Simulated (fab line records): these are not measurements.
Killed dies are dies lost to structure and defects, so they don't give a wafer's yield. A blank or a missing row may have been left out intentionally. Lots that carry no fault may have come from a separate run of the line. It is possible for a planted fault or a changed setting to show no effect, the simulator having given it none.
Matching of chambers :: flow nand harc :: 3 sister chambers for NHARC_P_M2_STRIP_18 on rie diel-11
The step strips in N2/H2. 18 wafers are shown with their chamber, then 6 later ones without.

EACH WAFER AND ITS CHAMBER
wafer: L076.2
chamber: 3
showerhead plenum p Torr (Torr): 2.09
drypump motor current A (A): 5.5
throttle valve pct (%): 14.169

wafer: L076.4
chamber: 1
showerhead plenum p Torr (Torr): 2.05
drypump motor current A (A): 6.3
throttle valve pct (%): 14.185

wafer: L076.5
chamber: 3
showerhead plenum p Torr (Torr): 2.09
drypump motor current A (A): 5.5
throttle valve pct (%): 14.174

wafer: L077.2
chamber: 3
showerhead plenum p Torr (Torr): 2.09
drypump motor current A (A): 5.5
throttle valve pct (%): 14.177

wafer: L077.3
chamber: 1
showerhead plenum p Torr (Torr): 2.05
drypump motor current A (A): 6.3
throttle valve pct (%): 14.169

wafer: L077.6
chamber: 1
showerhead plenum p Torr (Torr): 2.05
drypump motor current A (A): 6.4
throttle valve pct (%): 14.179

wafer: L078.1
chamber: 2
showerhead plenum p Torr (Torr): 2.09
drypump motor current A (A): 6.0
throttle valve pct (%): 14.155

wafer: L078.2
chamber: 3
showerhead plenum p Torr (Torr): 2.09
drypump motor current A (A): 5.5
throttle valve pct (%): 14.181

wafer: L078.3
chamber: 1
showerhead plenum p Torr (Torr): 2.05
drypump motor current A (A): 6.3
throttle valve pct (%): 14.162

wafer: L079.2
chamber: 3
showerhead plenum p Torr (Torr): 2.09
drypump motor current A (A): 5.5
throttle valve pct (%): 14.171

wafer: L079.4
chamber: 1
showerhead plenum p Torr (Torr): 2.04
drypump motor current A (A): 6.3
throttle valve pct (%): 14.161

wafer: L079.6
chamber: 2
showerhead plenum p Torr (Torr): 2.09
drypump motor current A (A): 6.1
throttle valve pct (%): 14.164

wafer: L086.2
chamber: 1
showerhead plenum p Torr (Torr): 2.04
drypump motor current A (A): 6.3
throttle valve pct (%): 14.186

wafer: L086.3
chamber: 3
showerhead plenum p Torr (Torr): 2.09
drypump motor current A (A): 5.6
throttle valve pct (%): 14.183

wafer: L086.5
chamber: 1
showerhead plenum p Torr (Torr): 2.04
drypump motor current A (A): 6.4
throttle valve pct (%): 14.167

wafer: L089.2
chamber: 2
showerhead plenum p Torr (Torr): 2.09
drypump motor current A (A): 6.0
throttle valve pct (%): 14.165

wafer: L089.3
chamber: 3
showerhead plenum p Torr (Torr): 2.09
drypump motor current A (A): 5.5
throttle valve pct (%): 14.175

wafer: L089.5
chamber: 2
showerhead plenum p Torr (Torr): 2.09
drypump motor current A (A): 6.0
throttle valve pct (%): 14.173

SIGNATURES (means of the wafers above)
reading: showerhead plenum p Torr
chamber 1: 2.0457
chamber 2: 2.0900
chamber 3: 2.0900
scatter within a chamber: 0.00338

reading: drypump motor current A
chamber 1: 6.329
chamber 2: 6.025
chamber 3: 5.514
scatter within a chamber: 0.045

reading: throttle valve pct
chamber 1: 14.17271
chamber 2: 14.16425
chamber 3: 14.17571
scatter within a chamber: 0.00809
Rule: for each reading, subtract the chamber's mean from the wafer's reading, divide by that reading's scatter and square the result; add these up over the readings and take the root, which gives the wafer's distance from the chamber. If the next closest chamber is less than 2 further off than the closest, the wafer can't be placed; otherwise it belongs to the closest. The scatter: take each reading less its chamber's mean, square it, sum over the shown wafers, divide by the number of wafers less the number of chambers, and take the root.

WAFERS MISSING THEIR CHAMBER
wafer: L091.2
showerhead plenum p Torr (Torr): 2.09
drypump motor current A (A): 5.5
throttle valve pct (%): 14.179

wafer: L091.5
showerhead plenum p Torr (Torr): 2.09
drypump motor current A (A): 6.0
throttle valve pct (%): 14.167

wafer: L095.3
showerhead plenum p Torr (Torr): 2.09
drypump motor current A (A): 6.0
throttle valve pct (%): 14.176

wafer: L097.3
showerhead plenum p Torr (Torr): 2.08
drypump motor current A (A): 6.0
throttle valve pct (%): 14.178

wafer: L097.5
showerhead plenum p Torr (Torr): 2.09
drypump motor current A (A): 5.6
throttle valve pct (%): 14.156

wafer: L097.6
showerhead plenum p Torr (Torr): 2.08
drypump motor current A (A): 6.0
throttle valve pct (%): 14.171

EACH ONE'S CHAMBER
wafer: L091.2
from the rows above: 3
in truth: 3

wafer: L091.5
from the rows above: 2
in truth: 2

wafer: L095.3
from the rows above: 2
in truth: 2

wafer: L097.3
from the rows above: 2
in truth: 2

wafer: L097.5
from the rows above: 3
in truth: 3

wafer: L097.6
from the rows above: 2
in truth: 2
Correct placement for 6 of the 6. Left unplaced by these rows: 0. Placed wrongly: 0.
